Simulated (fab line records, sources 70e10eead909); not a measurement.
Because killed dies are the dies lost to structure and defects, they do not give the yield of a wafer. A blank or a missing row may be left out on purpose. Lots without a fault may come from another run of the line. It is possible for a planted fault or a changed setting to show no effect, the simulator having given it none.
fab line records ; flow nand-harc
[record] lots = 7; wafers = 19; last-day = 24
route steps=1159 shown A_CHANNEL_HOLE_D1@482 A_CHANNEL_FILL_D1@490
lots untouched by any fault: they come from a run of this same line in which no faults occurred
start-h: start of the lot's first displayed wafer, in hours after the record's first day ; wait-h: time in hours since the lot's previous step ; " same as the row above ; L1.1+2: a single row standing in for several wafers ; - no value, or no start was given ; * or withheld: withheld ; < > ~ a bound
route shown NAME@n: a module of which the file shows steps, and the number in the route of the first ; usual: mean/standard deviation of fault-free wafers ; same: alike in all rows ; chamber/n: place in a boat ; sites: each site's reading ; _std_site: standard deviation across them ; _edge_site: the outer-site mean with the inner-site mean subtracted ; radius-mm: how far each site lies from the wafer's centre ; mask NAME#n: copy n ; behind: the last tool/chamber to shape the wafer ; hold: what put the lot on hold/how long, in hours/how the hold closed ; device: whichever transistor did not switch (one of n, p or np) ; end of line: the same wafers' tests at the end of the route ; for a step that has no rows: nothing shown but its recipe ; killed: count of dies lost to structure and defects at first sort (not the wafer's yield) ; map: shows each die of a wafer: x if killed, . if not, _ if none is there
set.NAME: the run value of the setting; set.NAME@STEP: its run value at that earlier step ; model.NAME: the simulator's own value behind a step, which no gauge read
certain route steps with their lots: each step a table, each wafer a row
services: from which hour (start-h, from the record's first day; less than 0 if before it) a tool's chamber was out of use, for how many hours, and why
[[steps]]
[step NHARC_A_CHANNEL_HOLE_D1_STRIP_43]
[recipe] o2-flow-sccm = 400; cos-flow-sccm = 20; ar-flow-sccm = 0; bias-w = 0; chemistry = O2/COS
[step NHARC_A_CHANNEL_HOLE_D1_ETCH_44]
[recipe] target-depth-a = 1400; overetch-a = 140; time-s = 77; ion-energy-ev = 100; cf4-flow-sccm = 80; o2-flow-sccm = 20; ar-flow-sccm = 0; rf-w = 300; bias-w = 100; chemistry = CF4/O2
[usual] chamber-pressure-mTorr = 30.000/0.029; drypump-motor-current-A = 5.8/0.52; oes-product-au = 0.998/0.0089; rf-vpp-V = 197.3/1.5; showerhead-plenum-p-Torr = 1.31/0.055; throttle-valve-pct = 13.398/0.0091
lot.wafer;tool;chamber;start-h;wait-h;chamber-pressure-mTorr;drypump-motor-current-A;oes-product-au;rf-hours-counter-h;rf-vpp-V;showerhead-plenum-p-Torr;throttle-valve-pct
L918.2;rie-diel-01;3;194.72;0.1;29.972;6.7;1.009;4;197.4;1.25;13.394
L918.4;rie-diel-01;0;194.72;0.1;29.993;6.3;0.997;5;199.3;1.38;13.397
L918.5;rie-diel-01;2;194.72;0.1;29.967;5.2;1.014;-;200.1;1.42;13.419
L923.1;rie-diel-03;0;229.74;0.1;29.988;5.8;0.999;0;198.0;1.29;13.404
L923.3;rie-diel-03;1;229.74;0.1;30.046;5.3;0.990;0;195.7;1.26;13.399
L923.5;rie-diel-03;2;229.74;0.1;30.017;6.1;0.998;-;196.6;1.24;13.407
L929.2;rie-diel-04;0;261.15;0.1;29.980;5.1;1.003;9;198.0;1.38;13.412
L929.6;rie-diel-04;0;261.15;0.1;29.980;5.0;0.993;-;198.0;1.38;13.394
L931.2;rie-diel-01;0;272.58;0.1;29.980;6.3;0.994;12;200.5;1.38;13.403
L931.3;rie-diel-01;1;272.58;0.1;29.942;5.5;0.996;11;196.9;1.32;13.398
L931.5;rie-diel-01;2;272.58;0.1;29.993;5.2;1.008;-;200.3;1.42;13.395
L930.1;rie-diel-04;0;273.22;0.1;29.982;5.1;0.986;9;199.6;1.38;13.393
L930.6;rie-diel-04;2;273.22;0.1;30.051;6.3;0.996;-;197.5;1.27;13.401
L935.4;rie-diel-04;1;298.79;0.1;29.992;5.4;1.001;0;196.1;1.30;13.400
L935.1;rie-diel-04;2;298.79;0.1;30.014;6.3;1.004;0;197.2;1.27;13.375
L935.2;rie-diel-04;3;298.79;0.1;30.009;6.3;0.997;0;195.9;1.26;13.376
L938.2;rie-diel-04;1;307.88;0.1;30.075;5.4;0.996;1;197.0;1.30;13.380
L938.3;rie-diel-04;2;307.88;0.1;29.971;6.3;1.001;1;196.8;1.27;13.401
L938.5;rie-diel-04;0;307.88;0.1;30.026;5.0;1.005;-;198.9;1.38;13.401
[step NHARC_A_CHANNEL_HOLE_D1_STRIP_27]
[recipe] o2-flow-sccm = 500; ar-flow-sccm = 0; bias-w = 0; chemistry = O2
[usual] chamber-pressure-mTorr = 60.00/0.054; drypump-motor-current-A = 5.8/0.51; oes-product-au = 0.999/0.0092; rf-vpp-V = 57.7/0.85; showerhead-plenum-p-Torr = 3.46/0.14; throttle-valve-pct = 17.037/0.0083
lot.wafer;tool;chamber;start-h;wait-h;chamber-pressure-mTorr;drypump-motor-current-A;oes-product-au;rf-hours-counter-h;rf-vpp-V;showerhead-plenum-p-Torr;throttle-valve-pct
L918.2;rie-diel-01;2;-;-;59.97;5.3;0.993;3;57.8;3.75;17.035
L918.4;rie-diel-01;3;-;-;60.05;6.7;0.997;4;57.5;3.32;17.043
L918.5;rie-diel-01;1;-;-;60.01;5.5;0.987;-;57.8;3.50;17.053
L923.1;rie-diel-03;1;-;-;59.97;5.4;0.992;0;55.7;3.35;17.036
L923.3;rie-diel-03;3;-;-;60.02;5.9;1.008;0;56.9;3.45;17.045
L923.5;rie-diel-03;1;-;-;60.11;5.4;0.989;-;57.3;3.35;17.040
L929.2;rie-diel-04;3;-;-;60.01;6.4;0.995;9;57.5;3.34;17.022
L929.6;rie-diel-04;1;-;-;59.94;5.4;0.983;-;57.4;3.43;17.033
L931.3;rie-diel-01;0;-;-;59.92;6.3;0.985;12;57.8;3.64;17.044
L931.2;rie-diel-01;2;-;-;60.00;5.3;0.998;9;58.7;3.74;17.044
L931.5;rie-diel-01;1;-;-;60.04;5.4;0.985;-;58.3;3.50;17.044
L930.1;rie-diel-04;0;-;-;60.00;5.1;0.991;9;58.6;3.65;17.030
L930.6;rie-diel-04;1;-;-;59.90;5.4;0.977;-;57.7;3.43;17.031
L935.4;rie-diel-04;1;-;-;59.93;5.4;1.007;0;58.3;3.43;17.038
L935.1;rie-diel-04;2;-;-;59.95;6.4;1.007;0;57.2;3.37;17.030
L935.2;rie-diel-04;0;-;-;59.97;5.1;1.003;0;59.0;3.65;17.063
L938.3;rie-diel-04;1;-;-;59.91;5.4;0.991;1;58.7;3.43;17.048
L938.2;rie-diel-04;0;-;-;60.00;5.1;1.001;1;58.8;3.65;17.057
L938.5;rie-diel-04;2;-;-;60.00;6.3;1.004;-;58.2;3.37;17.034
[step NHARC_A_CHANNEL_HOLE_D1_PRECLEAN_28]
[recipe] time-s = *; temp-c = 50; bath-age-min = 0; chemistry = SC1
[step NHARC_A_CHANNEL_HOLE_D1_SRD_29]
[step NHARC_A_CHANNEL_HOLE_D1_CD_MEAS_30]
[usual] cd-nm = 90.3/0.84
lot.wafer;tool;chamber;start-h;wait-h;cd-nm
L918.2;cd-sem-02;-;195.51;-;89.9
L918.4;cd-sem-02;-;195.51;-;90.3
L918.5;cd-sem-02;-;195.51;-;90.3
L923.1;cd-sem-02;-;230.52;-;91.1
L923.3;cd-sem-02;-;230.52;-;91.1
L923.5;cd-sem-02;-;230.52;-;90.9
L929.2;cd-sem-02;-;261.95;-;89.0
L929.6;cd-sem-02;-;261.95;-;89.9
L931.2;cd-sem-03;-;273.38;-;89.2
L931.3;cd-sem-03;-;273.38;-;90.4
L931.5;cd-sem-03;-;273.38;-;89.6
L930.1;cd-sem-01;-;274.01;-;91.3
L930.6;cd-sem-01;-;274.01;-;90.0
L935.1;cd-sem-01;-;299.59;-;91.6
L935.2;cd-sem-01;-;299.59;-;89.9
L935.4;cd-sem-01;-;299.59;-;90.0
L938.2;cd-sem-01;-;308.80;-;90.6
L938.3;cd-sem-01;-;308.80;-;91.4
L938.5;cd-sem-01;-;308.80;-;91.2
[step NHARC_A_CHANNEL_HOLE_D1_XSEM_31]
[recipe] landing-energy-ev = 35000
[step NHARC_A_CHANNEL_HOLE_D1_INSPECT_40]
[usual] raw-defect-count = 59/17
lot.wafer;tool;chamber;start-h;wait-h;raw-defect-count
L918.2;defect-inspect-02;-;195.69;-;80
L918.4;defect-inspect-02;-;195.69;-;42
L918.5;defect-inspect-02;-;195.69;-;48
L923.1;defect-inspect-02;-;230.72;-;134
L923.3;defect-inspect-02;-;230.72;-;88
L923.5;defect-inspect-02;-;230.72;-;67
L929.2;defect-inspect-01;-;262.14;-;43
L929.6;defect-inspect-01;-;262.14;-;68
L931.2;defect-inspect-02;-;273.57;-;70
L931.3;defect-inspect-02;-;273.57;-;71
L931.5;defect-inspect-02;-;273.57;-;93
L930.1;defect-inspect-01;-;274.20;-;41
L930.6;defect-inspect-01;-;274.20;-;41
L935.1;defect-inspect-02;-;299.78;-;65
L935.2;defect-inspect-02;-;299.78;-;95
L935.4;defect-inspect-02;-;299.78;-;62
L938.2;defect-inspect-01;-;308.99;-;84
L938.3;defect-inspect-01;-;308.99;-;51
L938.5;defect-inspect-01;-;308.99;-;72
[step NHARC_A_CHANNEL_FILL_D1_PRECLEAN_00]
[recipe] time-s = *; temp-c = 50; bath-age-min = 0; chemistry = SC1
[step NHARC_A_CHANNEL_FILL_D1_SRD_01]
[step NHARC_A_CHANNEL_FILL_D1_ALD_02]
[recipe] target-thk-a = 60; pulse-time-s = 10; ald-cycles = 60; temp-c = 300; material = SiO2
[usual] ald-cycles = 60/0; heater-power-w = 475/34; precursor-pulse-height-rel = 1.000/0.019; susceptor-temp-C = 299.99/0.18
lot.wafer;tool;chamber;start-h;wait-h;ald-cycles;heater-power-w;precursor-pulse-height-rel;susceptor-temp-C
L918.2;ald-hk-01;3;195.96;-;60;446;1.009;300.04
L918.4;ald-hk-01;1;195.96;-;60;537;0.992;299.75
L918.5;ald-hk-01;2;195.96;-;60;470;1.048;300.04
L923.3;ald-hk-03;1;231.10;0.3;60;479;0.991;299.84
L923.1;ald-hk-03;2;231.10;0.3;60;456;1.011;299.56
L923.5;ald-hk-03;3;231.10;0.3;60;507;0.985;300.06
L929.2;ald-hk-04;0;262.41;-;60;420;1.005;299.99
L929.6;ald-hk-04;3;262.41;-;60;463;1.011;299.78
L931.3;ald-hk-04;3;273.77;-;60;466;0.975;299.77
L931.2;ald-hk-04;2;273.77;-;60;491;1.015;300.02
L931.5;ald-hk-04;0;273.77;-;60;415;0.995;300.32
L930.1;ald-hk-04;0;274.47;-;60;387;0.998;299.93
L930.6;ald-hk-04;0;274.47;-;60;422;0.989;300.14
L935.1;ald-hk-04;1;299.98;-;60;494;1.015;300.07
L935.4;ald-hk-04;3;299.98;-;60;462;1.020;299.90
L935.2;ald-hk-04;0;299.98;-;60;422;0.999;299.71
L938.2;ald-hk-01;2;309.33;-;60;474;1.014;299.91
L938.3;ald-hk-01;0;309.33;-;60;446;1.005;299.55
L938.5;ald-hk-01;1;309.33;-;60;594;1.031;299.93
[step NHARC_A_CHANNEL_FILL_D1_ALD_03]
[recipe] target-thk-a = 60; pulse-time-s = 60; ald-cycles = 58; temp-c = 630; pressure-torr = 2; material = SiNx
[usual] ald-cycles = 58/0; precursor-pulse-height-rel = 1.003/0.019; susceptor-temp-C = 629.95/0.29
lot.wafer;tool;chamber;start-h;wait-h;ald-cycles;precursor-pulse-height-rel;susceptor-temp-C
L918.2;ald-sin-batch-01;0;-;-;58;0.962;630.21
L918.4;ald-sin-batch-01;0;-;-;58;0.991;630.32
L918.5;ald-sin-batch-01;0;-;-;58;0.989;630.10
L923.1;ald-sin-batch-03;0;-;-;58;1.046;630.32
L923.3;ald-sin-batch-03;0;-;-;58;0.982;630.13
L923.5;ald-sin-batch-03;0;-;-;58;1.005;629.78
L929.2;ald-sin-batch-02;0;-;-;58;1.037;629.74
L929.6;ald-sin-batch-02;0;-;-;58;0.988;630.11
L930.1;ald-sin-batch-02;0;-;-;58;1.028;629.93
L930.6;ald-sin-batch-02;0;-;-;58;1.019;630.09
L931.2;ald-sin-batch-02;0;-;-;58;0.983;630.19
L931.3;ald-sin-batch-02;0;-;-;58;1.008;629.90
L931.5;ald-sin-batch-02;0;-;-;58;1.003;629.82
L935.1;ald-sin-batch-02;0;-;-;58;1.025;630.10
L935.2;ald-sin-batch-02;0;-;-;58;1.010;630.05
L935.4;ald-sin-batch-02;0;-;-;58;1.001;629.98
L938.2;ald-sin-batch-02;0;-;-;58;1.025;630.09
L938.3;ald-sin-batch-02;0;-;-;58;1.011;629.97
L938.5;ald-sin-batch-02;0;-;-;58;1.000;629.64
[step NHARC_A_CHANNEL_FILL_D1_ALD_14]
[recipe] target-thk-a = 25; pulse-time-s = 10; ald-cycles = 25; temp-c = 300; material = SiO2
[usual] ald-cycles = 25/0; heater-power-w = 475/37; precursor-pulse-height-rel = 1.001/0.02; susceptor-temp-C = 299.99/0.19
lot.wafer;tool;chamber;start-h;wait-h;ald-cycles;heater-power-w;precursor-pulse-height-rel;susceptor-temp-C
L918.2;ald-hk-04;3;202.91;0.1;25;459;0.998;300.26
L918.4;ald-hk-04;1;202.91;0.1;25;473;1.036;300.12
L918.5;ald-hk-04;3;202.91;0.1;25;450;0.986;299.95
L923.3;ald-hk-01;0;238.21;0.3;25;448;1.017;300.52
L923.1;ald-hk-01;2;238.21;0.3;25;472;1.028;299.86
L923.5;ald-hk-01;0;238.21;0.3;25;441;1.023;299.92
L929.2;ald-hk-04;0;271.18;1.9;22;409;1.004;299.76
L929.6;ald-hk-04;1;271.18;1.9;25;496;0.981;299.89
L931.2;ald-hk-04;1;280.82;0.0;22;477;0.992;300.13
L931.3;ald-hk-04;2;280.82;0.0;25;478;1.028;300.24
L931.5;ald-hk-04;2;280.82;0.0;25;481;1.001;300.04
L930.1;ald-hk-04;2;281.05;0.3;22;494;1.020;-
L930.6;ald-hk-04;2;281.05;0.3;25;484;0.980;-
L935.1;ald-hk-01;2;307.45;0.0;25;475;1.005;300.19
L935.2;ald-hk-01;3;307.45;0.0;25;451;1.037;299.98
L935.4;ald-hk-01;0;307.45;0.0;25;438;1.010;300.04
L938.3;ald-hk-03;3;314.73;0.0;25;517;1.029;299.70
L938.2;ald-hk-03;2;314.73;0.0;25;472;0.986;299.88
L938.5;ald-hk-03;0;314.73;0.0;25;480;0.984;299.89
[step NHARC_A_CHANNEL_FILL_D1_ALD_15]
[recipe] target-thk-a = 20; pulse-time-s = 60; ald-cycles = 19; temp-c = 630; pressure-torr = 2; material = SiNx
[usual] ald-cycles = 19/0; precursor-pulse-height-rel = 1.004/0.019; susceptor-temp-C = 629.9/0.31
lot.wafer;tool;chamber;start-h;wait-h;ald-cycles;precursor-pulse-height-rel;susceptor-temp-C
L918.2;ald-sin-batch-02;0;-;-;19;0.996;-
L918.4;ald-sin-batch-02;0;-;-;19;1.003;-
L918.5;ald-sin-batch-02;0;-;-;19;1.025;-
L923.1;ald-sin-batch-01;0;241.17;2.7;19;0.998;630.0
L923.3;ald-sin-batch-01;0;241.17;2.7;19;1.001;629.6
L923.5;ald-sin-batch-01;0;241.17;2.7;19;1.026;630.2
L929.2;ald-sin-batch-03;0;-;-;19;1.008;629.7
L929.6;ald-sin-batch-03;0;-;-;19;1.033;629.6
L930.1;ald-sin-batch-01;0;-;-;19;1.049;630.1
L930.6;ald-sin-batch-01;0;-;-;19;0.990;630.0
L931.2;ald-sin-batch-01;0;-;-;19;1.014;629.9
L931.3;ald-sin-batch-01;0;-;-;19;0.982;630.1
L931.5;ald-sin-batch-01;0;-;-;19;1.027;629.9
L935.1;ald-sin-batch-01;0;310.80;3.3;19;0.996;629.7
L935.2;ald-sin-batch-01;0;310.80;3.3;19;1.004;630.1
L935.4;ald-sin-batch-01;0;310.80;3.3;19;1.004;629.4
L938.2;ald-sin-batch-02;0;-;-;19;0.992;-
L938.3;ald-sin-batch-02;0;-;-;19;0.984;-
L938.5;ald-sin-batch-02;0;-;-;19;0.990;-
[[services]]
tool;chamber;start-h;hours;kind
rie-diel-04;3;183.89;4.7;repair
ald-hk-04;-;186.50;10.0;pm
ald-hk-04;0;186.50;10.0;vent-cycle
ald-hk-04;1;186.50;10.0;vent-cycle
ald-hk-04;2;186.50;10.0;vent-cycle
ald-hk-04;3;186.50;10.0;vent-cycle
rie-diel-04;2;186.92;15.0;repair
rie-diel-04;0;194.40;-;clean
rie-diel-04;1;194.40;-;clean
ald-hk-03;-;202.82;0.7;repair
ald-hk-03;-;207.81;2.2;repair
rie-diel-03;-;215.30;9.0;pm
rie-diel-01;2;227.74;4.7;repair
ald-hk-01;-;228.21;10.0;pm
ald-hk-01;-;247.75;0.8;repair
rie-diel-03;0;278.58;8.0;repair
rie-diel-03;-;279.81;0.6;repair
rie-diel-01;0;285.73;4.0;repair
rie-diel-04;-;288.97;9.0;pm
rie-diel-03;2;295.14;4.3;repair
rie-diel-04;3;301.06;34.5;repair
ald-sin-batch-03;-;314.00;26.0;pm
rie-diel-01;-;315.10;9.0;pm
rie-diel-03;1;317.05;2.5;repair
[[key]]
[first-sign] step = NHARC_A_CHANNEL_FILL_D1_ALD_14; reading = ald-cycles; direction = down; sigmas = 99+; usual = 25; struck = 22
effect none on later readings
met-at NHARC_A_CHANNEL_FILL_D1_ALD_14
struck-wafers L929.2,L930.1,L931.2
tester-left-out L929,L930,L931
onset-between 202.91 271.18
[fault] kind = process-parameter-drift; tool = ald-hk-04; chamber = -; onset-h = 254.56; steps = NHARC_A_CHANNEL_FILL_D1_ALD_14; channel = ald-cycles; offset = -3; shape = step; end-h = 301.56; scope = struck-wafers-only; acts-in = these-recipes-only; stated = 25
// tester-left-out: of these lots the tester's yield and bins aren't shown, on N5 and GAA mostly nor the transistor test; their killed dies are dies lost to structure and defects alone, not to doping, threshold or leakage, so they don't give the yield
